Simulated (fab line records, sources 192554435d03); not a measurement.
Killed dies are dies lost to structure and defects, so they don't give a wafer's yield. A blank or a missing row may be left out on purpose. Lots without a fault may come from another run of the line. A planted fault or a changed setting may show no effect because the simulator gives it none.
Problem report in the 8D (eight disciplines) form, filled by code | flow n5_finfet | the parts of the form that need people (team, actions taken, sign-off) are left out

1. THE PROBLEM
run_length_s at N5_HKMG_FIN_COAT_66 reads a mean of 73.67 s on 2 wafers of 2 lots; wafers without a fault read 66.12 s with a standard deviation of 0.16. That is +47 standard deviations from the usual mean.
The step: time 60 s, resist thk 300 nm.
First seen on wafer L696.5, day 8 04:00, on litho_track-03. The record holds 33 wafers of 11 lots with a number at this step. Rule for "out", or "out of limits": more than 4 standard deviations from the usual mean. The other wafers with a number count as sound.

2. WHAT IT IS AND WHAT IT IS NOT
question                    | is               | is not
which readings at this step | run_length_s     | -
which lots                  | L696, L698       | L681, L682, L683, L684, L686, L697, L699, L700, L701
which wafers of those lots  | L696.5, L698.5   | L696.2, L696.3, L698.2, L698.4
read on which tools         | litho_track-03   | litho_track-01, litho_track-04
when                        | from day 8 04:00 | up to then (17 sound wafers); but 14 sound wafers of L697, L698, L699, L700, L701 came after

3. SUSPECTS, AND WHAT RULES EACH OUT
Counting: a tool at a process step up to the reading stays a suspect if it ran every lot that is out. Sound lots after the first of them don't rule it out here, since some wafers of a struck lot are sound.
- rie_diel-02 at N5_HKMG_FIN_STRIP_92 (strips SOC in N2/H2, time 20 s): kept. It ran every lot that is out, first L696 (day 8 02:07); its last sound lot up to then is L684 (day 5 03:47).
- litho_track-03 at N5_HKMG_FIN_COAT_66 (time 60 s, resist thk 300 nm): kept. It ran every lot that is out, first L696 (day 8 04:00); its last sound lot up to then is L683 (day 5 04:49). Its own readings are out on those wafers: run_length_s.
Left after counting: rie_diel-02 at N5_HKMG_FIN_STRIP_92, litho_track-03 at N5_HKMG_FIN_COAT_66.

4. THE CAUSE (what the simulator had put in)
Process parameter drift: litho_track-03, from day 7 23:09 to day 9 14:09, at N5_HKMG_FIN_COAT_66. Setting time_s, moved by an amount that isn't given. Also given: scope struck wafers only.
Counting left 2 suspects, and this tool is among them.

5. THE CHAIN OF EFFECTS, in route order
Each row: a reading whose mean over the struck wafers that have a number lies more than 3 standard deviations from the usual. Only readings for which the record gives a usual standard deviation are gone through. hours: the time from each lot's start at the first step in this table that gives one to its start at this step, as a median over the lots. sigmas: the change in usual standard deviations.
hours | step                | reading      | usual   | on struck wafers | change | sigmas
0     | N5_HKMG_FIN_COAT_66 | run_length_s | 66.12 s | 73.67            | +7.55  | +47
The process steps in it:
- N5_HKMG_FIN_COAT_66: time 60 s, resist thk 300 nm.

6. WHAT WOULD HAVE CAUGHT IT SOONER
In this record the first reading out of limits was taken at day 8 04:00, 5 hours after the fault began at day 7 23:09.
